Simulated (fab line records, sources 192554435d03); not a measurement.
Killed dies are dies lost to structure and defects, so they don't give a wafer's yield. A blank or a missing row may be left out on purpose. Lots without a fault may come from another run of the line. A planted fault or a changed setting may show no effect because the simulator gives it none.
fab line records | flow n5_finfet
record lots=7 wafers=18 last_day=18
route steps=1938 shown BEOL_M6@1224
lots that met no fault: from a run of the same line without faults
start_h: hours from the record's first day to the start of the lot's first wafer shown | wait_h: hours since the lot's step before | " the same as in the row above | L1.1+2: a row that stands for several wafers | - no value, or no start given | * or withheld: withheld | < > ~ a bound
route shown NAME@n: a module of which the file shows steps, and the number in the route of the first | usual: mean/standard deviation of fault-free wafers | same: alike in all rows | chamber/n: place in a boat | sites: the reading at each site | _std_site: their standard deviation | _edge_site: outer sites' mean less inner sites' | radius_mm: how far each site lies from the wafer's centre | mask NAME#n: copy n | behind: the tool/chamber that last shaped the wafer | hold: why the lot was held/for how many hours/how that ended | device: the transistor (n, p or np) that didn't switch | end of line: the same wafers' tests at the end of the route | a step without rows: its recipe alone | killed: dies lost to structure and defects at the first sort, not the wafer's yield | map: a wafer's dies, x killed, . not, _ none there
set.NAME: the setting as run; set.NAME@STEP: as run at that earlier step | model.NAME: the simulator's own value behind a step, which no gauge read
lots at some steps of the route; a table a step, a row a wafer
services: from which hour (start_h, from the record's first day; less than 0 if before it) a tool's chamber was out of use, for how many hours, and why
## steps
# step N5_BEOL_M6_EXPOSE_25
# recipe mask_id=V5 na=0.33 source_shape=annular sigma_inner=0.4 sigma_outer=0.8 polarization=unpolarized target_cd_nm=40 dose_mj=45
# step N5_BEOL_M6_PEB_26
# recipe peb_temp_c=100 peb_time_s=60 resist=CAR-EUV
# step N5_BEOL_M6_DEVELOP_27
# recipe develop_time_s=30 developer=TMAH resist=CAR-EUV rinse_liquid=surfactant_rinse dry=air_spin dev_temp_c=23
# step N5_BEOL_M6_CD_MEAS_28
# recipe target_cd_nm=40 landing_energy_ev=500 detector=se_inlens
# usual cd_nm=39.98/0.23
# columns lot.wafer tool chamber start_h wait_h cd_nm
L280.2 cd_sem-03 0 193.06 - 39.72
L280.3 " 0 " " 39.81
L280.6 " 0 " " 40.02
L281.3 cd_sem-01 0 198.44 - 40.22
L281.4 " 0 " " 40.65
L281.6 " 0 " " 40.04
L282.3 cd_sem-01 0 209.50 - 39.95
L282.5 " 0 " " 40.02
L282.6 " 0 " " 40.03
L285.1 cd_sem-02 0 242.52 - 39.83
L285.3 " 0 " " 39.98
L285.6 " 0 " " 39.86
L298.2 cd_sem-01 0 305.90 - 40.05
L298.5 " 0 " " 40.04
L299.1 cd_sem-03 0 326.92 - 39.79
L299.6 " 0 " " 39.80
L300.2 cd_sem-01 0 334.43 - 40.28
L300.6 " 0 " " 40.20
# step N5_BEOL_M6_OVL_MEAS_29
# recipe points_per_wafer=522
# usual V5_OVL=-0.4/0.66
# columns lot.wafer tool chamber start_h wait_h V5_OVL[nm]
L280.2 overlay-01 0 193.10 0.0 0.1
L280.3 " 0 " " -0.2
L280.6 " 0 " " 0.5
L281.3 overlay-02 0 198.48 0.0 -0.7
L281.4 " 0 " " -0.4
L281.6 " 0 " " 0.5
L282.3 overlay-02 0 209.54 0.0 -1.0
L282.5 " 0 " " -0.8
L282.6 " 0 " " -1.2
L285.1 overlay-01 0 242.55 0.0 -0.5
L285.3 " 0 " " -0.4
L285.6 " 0 " " -0.2
L298.2 overlay-01 0 305.94 0.0 -0.1
L298.5 " 0 " " 1.0
L299.1 overlay-01 0 326.95 0.0 -0.4
L299.6 " 0 " " -0.4
L300.2 overlay-01 0 334.47 0.0 -1.4
L300.6 " 0 " " -0.5
# step N5_BEOL_M6_INSPECT_30
# recipe mode=adi inspect_instrument=brightfield
# usual raw_defect_count=458/110
# columns lot.wafer tool chamber start_h wait_h raw_defect_count
L280.2 defect_inspect-02 - 193.15 0.0 533
L280.3 " - " " 318
L280.6 " - " " 312
L281.3 defect_inspect-01 - 198.53 0.0 365
L281.4 " - " " 341
L281.6 " - " " 464
L282.3 defect_inspect-01 - 209.59 0.0 365
L282.5 " - " " 388
L282.6 " - " " 353
L285.1 defect_inspect-01 - 242.61 0.1 500
L285.3 " - " " 381
L285.6 " - " " 518
L298.2 defect_inspect-01 - 305.99 0.0 428
L298.5 " - " " 327
L299.1 defect_inspect-02 - 327.01 0.1 539
L299.6 " - " " 572
L300.2 defect_inspect-01 - 334.52 0.0 473
L300.6 " - " " 396
# step N5_BEOL_M6_DESCUM_33
# recipe chemistry=O2 time_s=7 source_power_w=50 bias_power_w=20 pressure_mtorr=20 rf_frequency_hz=2.712e+07 temp_c=40 resist=CAR-EUV o2_flow_sccm=225
# usual drypump_motor_current_A=5.50/0.28 oes_product_au=0.80/0.08 rf_vpp_V=242.6/1.4 showerhead_plenum_p_Torr=2.06/0.074 throttle_valve_pct=20.49/0.28
# columns lot.wafer tool chamber start_h wait_h drypump_motor_current_A oes_product_au rf_hours_counter_h rf_vpp_V showerhead_plenum_p_Torr throttle_valve_pct
L280.2 rie_diel-01 1 193.22 0.1 5.11 0.83 80 243.3 2.12 20.38
L280.3 " 3 " " 5.41 0.73 180 243.1 2.08 20.10
L280.6 " 2 " " 5.97 0.84 - 244.3 2.13 20.74
L281.3 rie_diel-03 2 198.56 0.0 5.58 0.74 192 239.2 1.89 20.48
L281.4 " 0 " " 5.57 0.78 101 244.9 2.20 20.80
L281.6 " 1 " " 5.70 0.76 - 241.0 2.00 20.52
L282.3 rie_diel-01 1 209.62 0.0 5.11 0.82 84 241.6 2.12 20.38
L282.5 " 0 " " 5.44 0.95 - 241.9 2.07 20.36
L282.6 " 1 " " 5.10 0.81 - 244.0 2.12 20.38
L285.1 rie_diel-01 2 242.64 0.0 5.97 0.82 103 244.8 2.12 20.75
L285.3 " 1 " " 5.11 0.81 95 241.9 2.11 20.40
L285.6 " 3 " " 5.45 0.71 - 242.6 2.08 20.11
L298.2 rie_diel-01 0 306.48 0.5 5.44 0.87 44 242.5 2.06 20.42
L298.5 " 3 " " 5.39 0.69 - 243.1 2.07 20.14
L299.1 rie_diel-01 1 327.11 0.1 5.11 0.77 125 243.0 2.10 20.44
L299.6 " 2 " " 5.95 0.79 - 243.3 2.11 20.81
L300.2 rie_diel-01 1 334.56 0.0 5.09 0.77 127 244.4 2.10 20.45
L300.6 " 1 " " 5.10 0.79 - 244.9 2.10 20.45
# step N5_BEOL_M6_ETCH_72
# recipe chemistry=N2/H2 target=underlayer target_depth_a=65 mask_material=CAR-EUV time_s=5.2 ion_energy_ev=200 pressure_mtorr=30 source_w=840 bias_w=150 n2_flow_sccm=200 h2_flow_sccm=200 ends=cleared
# usual drypump_motor_current_A=5.51/0.27 etch_rf_on_time_s=5.09/0.14 h2_flow_sccm=200.0/0.53 n2_flow_sccm=200.0/0.64 oes_product_au=0.69/0.072 rf_vpp_V=522.8/2.8 showerhead_plenum_p_Torr=2.50/0.091 throttle_valve_pct=17.86/0.27
# columns lot.wafer tool chamber start_h wait_h drypump_motor_current_A etch_rf_on_time_s h2_flow_sccm n2_flow_sccm oes_product_au rf_hours_counter_h rf_vpp_V showerhead_plenum_p_Torr throttle_valve_pct
L280.2 rie_diel-01 1 193.25 0.0 5.10 4.96 200.7 200.1 0.72 80 523.0 2.57 17.94
L280.3 " 3 " " 5.43 5.10 200.5 200.0 0.63 180 525.3 2.55 17.60
L280.6 " 2 " " 5.93 5.08 200.0 200.8 0.70 - 524.9 2.57 18.06
L281.3 rie_diel-03 2 198.59 0.0 5.58 5.16 200.3 200.6 0.63 192 519.1 2.30 17.87
L281.4 " 0 " " 5.59 5.02 200.0 200.0 0.67 101 525.3 2.67 18.19
L281.6 " 1 " " 5.73 5.03 199.6 200.0 0.65 - 520.5 2.42 17.90
L282.3 rie_diel-01 1 209.65 0.0 5.12 4.89 199.9 200.3 0.73 84 525.9 2.57 17.92
L282.5 " 0 " " 5.51 4.94 199.9 200.3 0.82 - 522.9 2.49 17.56
L282.6 " 1 " " 5.13 4.95 200.0 200.5 0.71 - 525.1 2.57 17.91
L285.1 rie_diel-01 2 242.68 0.0 5.97 5.02 200.1 201.1 0.70 103 524.0 2.56 18.11
L285.3 " 1 " " 5.11 4.87 200.0 199.6 0.71 95 525.3 2.56 17.94
L285.6 " 3 " " 5.44 5.11 199.1 199.7 0.62 - 522.1 2.54 17.64
L298.2 rie_diel-01 0 306.52 0.0 5.43 4.94 200.8 199.8 0.76 44 522.0 2.48 17.60
L298.5 " 3 " " 5.41 5.06 199.3 200.0 0.60 - 521.9 2.53 17.68
L299.1 rie_diel-01 1 327.14 0.0 5.11 4.92 200.1 200.1 0.68 125 523.0 2.55 17.99
L299.6 " 2 " " 5.97 5.12 199.6 200.6 0.67 - 525.6 2.55 18.13
L300.2 rie_diel-01 1 334.59 0.0 5.11 4.84 199.3 200.9 0.69 127 523.5 2.55 18.00
L300.6 " 1 " " 5.13 4.82 200.1 199.7 0.70 - 523.3 2.55 17.99
# step N5_BEOL_M6_ETCH_65
# recipe chemistry=CF4 target=SiARC target_depth_a=156 mask_material=CAR-EUV time_s=26 ion_energy_ev=80 pressure_mtorr=40 source_w=545 bias_w=36 Ar_flow_sccm=100 cf4_flow_sccm=100 ends=cleared
# usual drypump_motor_current_A=5.50/0.27 etch_rf_on_time_s=25.5/0.64 oes_product_au=0.69/0.072 rf_vpp_V=183.7/1.2 showerhead_plenum_p_Torr=2.11/0.07 throttle_valve_pct=15.63/0.25
# columns lot.wafer tool chamber start_h wait_h drypump_motor_current_A etch_rf_on_time_s oes_product_au rf_hours_counter_h rf_vpp_V showerhead_plenum_p_Torr throttle_valve_pct
L280.2 rie_diel-01 1 193.27 0.0 5.12 25.1 0.71 80 185.4 2.17 15.54
L280.3 " 3 " " 5.42 25.7 0.63 180 184.0 2.13 15.32
L280.6 " 2 " " 5.96 25.0 0.71 - 183.7 2.16 15.78
L281.3 rie_diel-03 2 198.61 0.0 5.58 26.3 0.62 192 181.6 1.97 15.87
L281.4 " 0 " " 5.58 25.3 0.67 101 184.9 2.25 15.95
L281.6 " 1 " " 5.64 25.8 0.65 - 181.7 2.06 15.71
L282.3 rie_diel-01 1 209.67 0.0 5.11 24.7 0.72 84 183.0 2.17 15.56
L282.5 " 0 " " 5.45 24.8 0.82 - 183.0 2.10 15.27
L282.6 " 1 " " 5.12 24.9 0.72 - 185.0 2.17 15.57
L285.1 rie_diel-01 2 242.70 0.0 5.95 25.1 0.71 103 184.0 2.15 15.83
L285.3 " 1 " " 5.10 24.9 0.71 95 183.0 2.17 15.56
L285.6 " 3 " " 5.42 25.8 0.61 - 183.7 2.13 15.35
L298.2 rie_diel-01 0 306.53 0.0 5.44 25.1 0.76 44 184.7 2.09 15.35
L298.5 " 3 " " 5.43 25.8 0.60 - 184.8 2.12 15.38
L299.1 rie_diel-01 1 327.16 0.0 5.10 25.0 0.68 125 184.2 2.16 15.64
L299.6 " 2 " " 5.93 25.5 0.67 - 184.4 2.14 15.87
L300.2 rie_diel-01 1 334.61 0.0 5.10 25.0 0.68 127 183.8 2.16 15.63
L300.6 " 1 " " 5.09 25.2 0.68 - 183.6 2.16 15.64
# step N5_BEOL_M6_ETCH_66
# recipe chemistry=N2/H2 target=SOC target_depth_a=800 overetch_a=160 mask_material=SiARC temp_c=40 time_s=120 ion_energy_ev=200 pressure_mtorr=30 source_w=840 bias_w=150 n2_flow_sccm=200 h2_flow_sccm=200
# usual drypump_motor_current_A=5.51/0.27 h2_flow_sccm=200.1/0.62 n2_flow_sccm=200.0/0.6 oes_product_au=0.61/0.059 rf_vpp_V=522.8/2.6 showerhead_plenum_p_Torr=2.50/0.091 throttle_valve_pct=17.82/0.26
# columns lot.wafer tool chamber start_h wait_h drypump_motor_current_A h2_flow_sccm n2_flow_sccm oes_product_au rf_hours_counter_h rf_vpp_V showerhead_plenum_p_Torr throttle_valve_pct
L280.2 rie_diel-01 1 193.30 0.0 5.11 198.7 200.8 0.63 80 524.0 2.57 17.87
L280.3 " 3 " " 5.41 199.2 200.4 0.56 180 522.7 2.55 17.56
L280.6 " 2 " " 5.96 200.6 199.8 0.63 - 525.0 2.57 18.02
L281.3 rie_diel-03 2 198.64 0.0 5.58 199.8 199.7 0.56 192 517.6 2.30 17.84
L281.4 " 0 " " 5.58 199.9 199.5 0.59 101 528.7 2.67 18.16
L281.6 " 1 " " 5.68 199.6 199.9 0.59 - 521.9 2.42 17.85
L282.3 rie_diel-01 1 209.70 0.0 5.09 200.4 199.5 0.63 84 523.2 2.57 17.88
L282.5 " 0 " " 5.47 200.5 200.9 0.73 - 522.9 2.49 17.50
L282.6 " 1 " " 5.11 201.2 199.8 0.63 - 524.7 2.57 17.86
L285.1 rie_diel-01 2 242.72 0.0 5.97 198.4 199.7 0.62 103 523.3 2.56 18.04
L285.3 " 1 " " 5.11 200.5 199.8 0.62 95 523.8 2.56 17.88
L285.6 " 3 " " 5.41 200.6 199.9 0.55 - 523.1 2.54 17.60
L298.2 rie_diel-01 0 306.56 0.0 5.48 200.3 199.7 0.67 44 521.1 2.48 17.55
L298.5 " 3 " " 5.42 199.8 199.6 0.54 - 522.1 2.53 17.66
L299.1 rie_diel-01 1 327.19 0.0 5.10 199.0 200.2 0.60 125 524.9 2.55 17.93
L299.6 " 2 " " 5.96 200.7 199.5 0.60 - 524.8 2.55 18.12
L300.2 rie_diel-01 1 334.63 0.0 5.11 200.7 199.7 0.59 127 523.8 2.55 17.93
L300.6 " 1 " " 5.12 200.9 198.5 0.60 - 524.3 2.55 17.94
# step N5_BEOL_M6_STRIP_69
# recipe chemistry=N2/H2 temp_c=40 n2_flow_sccm=200 h2_flow_sccm=200 rf_frequency_hz=6e+07
# step N5_BEOL_M6_STRIP_73
# recipe chemistry=N2/H2 temp_c=40 n2_flow_sccm=200 h2_flow_sccm=200 rf_frequency_hz=6e+07
# step N5_BEOL_M6_VIA_ETCH_34
# recipe chemistry=C4F6/O2 target=SiCOH_lowk target_depth_a=1263 mask_material=SOC taper_deg=4 time_s=50.9 ion_energy_ev=250 pressure_mtorr=30 source_w=345 bias_w=185 Ar_flow_sccm=300 C4F6_flow_sccm=10 O2_flow_sccm=10
# usual drypump_motor_current_A=5.50/0.27 oes_product_au=0.80/0.082 rf_vpp_V=663/11 showerhead_plenum_p_Torr=2.81/0.094 throttle_valve_pct=20.95/0.24
# columns lot.wafer tool chamber start_h wait_h drypump_motor_current_A oes_product_au rf_hours_counter_h rf_vpp_V showerhead_plenum_p_Torr throttle_valve_pct model.etch.depth_nm model.SOC_of_BEOL_M6_COAT_63.thk_nm
L280.2 rie_diel-01 1 193.40 0.0 5.11 0.84 80 672 2.90 20.96 129.2 53.8
L280.3 " 3 " " 5.41 0.73 180 668 2.85 20.63 128.4 54
L280.6 " 2 " " 5.92 0.84 - 652 2.86 21.03 130.8 54
L281.3 rie_diel-03 2 198.74 0.0 5.59 0.73 192 671 2.61 21.12 124.8 54.2
L281.4 " 0 " " 5.56 0.79 101 663 2.98 21.22 128.6 53.8
L281.6 " 1 " " 5.73 0.76 - 685 2.71 20.89 127.1 53.8
L282.3 rie_diel-01 1 209.80 0.0 5.10 0.84 84 674 2.90 20.98 130.3 53.6
L282.5 " 0 " " 5.45 0.96 - 657 2.80 20.66 131 53.4
L282.6 " 1 " " 5.11 0.84 - 675 2.90 20.97 129.9 53.6
L285.1 rie_diel-01 2 242.82 0.0 5.92 0.81 103 653 2.85 21.04 128.1 54
L285.3 " 1 " " 5.11 0.82 95 674 2.89 21.00 128.2 53.8
L285.6 " 3 " " 5.40 0.71 - 666 2.84 20.63 126 54
L298.2 rie_diel-01 0 306.66 0.0 5.47 0.70 44 658 2.78 20.68 87.79 55.6
L298.5 " 3 " " 5.43 0.70 - 666 2.83 20.67 128 53.8
L299.1 rie_diel-01 1 327.29 0.0 5.11 0.63 125 673 2.88 20.98 87.55 56
L299.6 " 2 " " 5.92 0.79 - 651 2.83 21.08 129 53.8
L300.2 rie_diel-01 1 334.74 0.0 5.12 0.63 127 673 2.88 21.00 86.46 55.8
L300.6 " 1 " " 5.12 0.79 - 674 2.88 21.04 128.5 54
# step N5_BEOL_M6_STRIP_76
# recipe chemistry=C4F6/O2 resist=SiARC rf_frequency_hz=6e+07
## services
# columns tool chamber start_h hours kind
rie_diel-03 3 201.09 8.5 repair
rie_diel-01 1 205.35 2.7 repair
rie_diel-01 3 237.65 3.0 repair
rie_diel-01 2 253.64 4.9 repair
## key
first_sign none at tools or gauges
model_effect step=N5_BEOL_M6_VIA_ETCH_34 value=etch.depth_nm without=130 struck=87.27
met_at N5_BEOL_M6_VIA_ETCH_34
struck_wafers L298.2,L299.1,L300.2
later_rows_left_out L298.2,L299.1,L300.2
sort_left_out L298.2,L299.1,L300.2
onset_between 242.82 306.66
fault kind=process_parameter_drift tool=rie_diel-01 chamber=- onset_h=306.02 steps=N5_BEOL_M6_VIA_ETCH_34 channel=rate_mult offset=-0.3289 shape=step end_h=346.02 scope=struck_wafers_only
# sort_left_out: the simulated sort isn't trusted on such a fault, so these wafers' sort isn't shown, and their yield isn't known
# later_rows_left_out: the simulator's readings of these wafers behind a module that went badly wrong aren't trusted and aren't shown, but for the sort
